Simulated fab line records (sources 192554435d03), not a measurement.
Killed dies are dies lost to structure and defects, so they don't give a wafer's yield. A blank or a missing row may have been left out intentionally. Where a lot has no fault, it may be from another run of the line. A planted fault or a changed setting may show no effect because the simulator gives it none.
Which tool is to blame? -- flow n5-finfet -- 36 wafers sampled from 12 lots at 1 step of a route of 1938

== WHAT EACH GAUGE READ, for each wafer ==
N5_BEOL_M11_OVL_MEAS_29. Usual: V10_OVL typically reads -0.2 nm, with standard deviation 0.83.
lot,measured,on,V10_OVL (nm),flag
L706,day 11 11:53,overlay-02,-0.9 -0.7 0.3,
L705,day 11 19:54,overlay-02,-0.6 0.2 0.3,
L709,day 12 12:01,overlay-02,-0.8 0.3 -0.1,
L704,day 12 16:43,overlay-02,-0.3 -0.8 1.6,
L713,day 13 11:07,overlay-02,1.3 0.4 -0.2,
L715,day 13 13:08,overlay-02,-0.6 1.0 0.8,
L722,day 15 19:57,overlay-01,-0.8 -0.3 -1.6,
L723,day 16 14:11,overlay-02,-0.4 0.2 -0.5,
L725,day 16 22:28,overlay-01,-0.2 1.1 0.7,
L724,day 16 22:38,overlay-01,1.3 0.0 1.6,
L726,day 17 06:34,overlay-01,0.2 -0.1 0.0,
L727,day 17 06:44,overlay-02,-0.1 -0.8 -0.1,

== EACH LOT AND THE TOOL THAT RAN IT (in order: tool; ch and the chambers of the sampled wafers; start) ==
Before these readings, the record contains no process step.

== WHAT THE TOOLS THEMSELVES READ (means of the sampled wafers that have a number; where no wafer has one, the mark that the record gives instead) ==
The record holds no such reading with a usual standard deviation.

== THE ANSWER, worked out from the rows above alone ==
Rule: a lot is off if the mean of its wafers that have a number lies more than 3 standard deviations from the usual mean. A lot without any number at a reading at which 4 lots or more have one is off too. Where the step has rows for the other lots, those lots are counted as sound. The gauges are gone through in route order, then the tools' own readings, and for those a lot's mean is taken as printed above. At the first step where some lot is off, the reading lying furthest off is the one used; lots without a number count as furthest.
Nothing can be told from this: no lot is off at any reading shown.

== WHAT THE SIMULATOR PUT IN ==
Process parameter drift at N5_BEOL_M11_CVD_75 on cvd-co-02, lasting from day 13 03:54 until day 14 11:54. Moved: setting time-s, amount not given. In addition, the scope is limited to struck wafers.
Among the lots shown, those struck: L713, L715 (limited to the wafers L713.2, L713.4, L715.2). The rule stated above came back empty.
